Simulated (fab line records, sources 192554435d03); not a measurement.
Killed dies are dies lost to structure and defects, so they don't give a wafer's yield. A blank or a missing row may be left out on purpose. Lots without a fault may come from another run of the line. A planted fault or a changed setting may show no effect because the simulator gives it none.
Chamber matching | flow n5_finfet | N5_BEOL_M1_ILD_DEP_00 on pecvd-03: 3 sister chambers
The step deposits SiOC from DEMS/O2, target thk 79 nm, time 15.3 s. 3 wafers are shown with their chamber, then 12 later ones without.

WAFERS WITH THEIR CHAMBER
wafer  | chamber | heater_power_w (W)
L090.4 | 0       | 345
L090.5 | 1       | 489
L090.6 | 2       | 611

WAFERS WITHOUT THEIR CHAMBER
wafer  | heater_power_w (W)
L095.2 | 454
L095.4 | 467
L095.5 | 601
L096.1 | 343
L096.4 | 468
L096.5 | 357
L094.1 | 498
L094.3 | 370
L094.6 | 377
L097.1 | 613
L097.4 | 350
L097.6 | 495

WHICH CHAMBER EACH WENT THROUGH
wafer  | from the rows above | in truth
L095.2 | 1                   | 1
L095.4 | 1                   | 1
L095.5 | 2                   | 2
L096.1 | 0                   | 0
L096.4 | 1                   | 1
L096.5 | 0                   | 0
L094.1 | 1                   | 1
L094.3 | 0                   | 0
L094.6 | 0                   | 0
L097.1 | 2                   | 2
L097.4 | 0                   | 0
L097.6 | 1                   | 1
Placed correctly: 12 of 12. Can't be placed from these rows: 0. Placed wrongly: 0.
How it was worked out, from the rows above alone: a wafer's distance from a chamber is the root of the sum, over the readings, of the square of ((its reading less the chamber's mean) divided by the reading's scatter). The wafer belongs to the nearest chamber; if the next one is less than 2 further off, it can't be placed. A chamber's mean is the mean of its shown wafers. The scatter: with one shown wafer a chamber, the root of the mean of the squares of how far each hidden wafer lies from its nearest shown one.
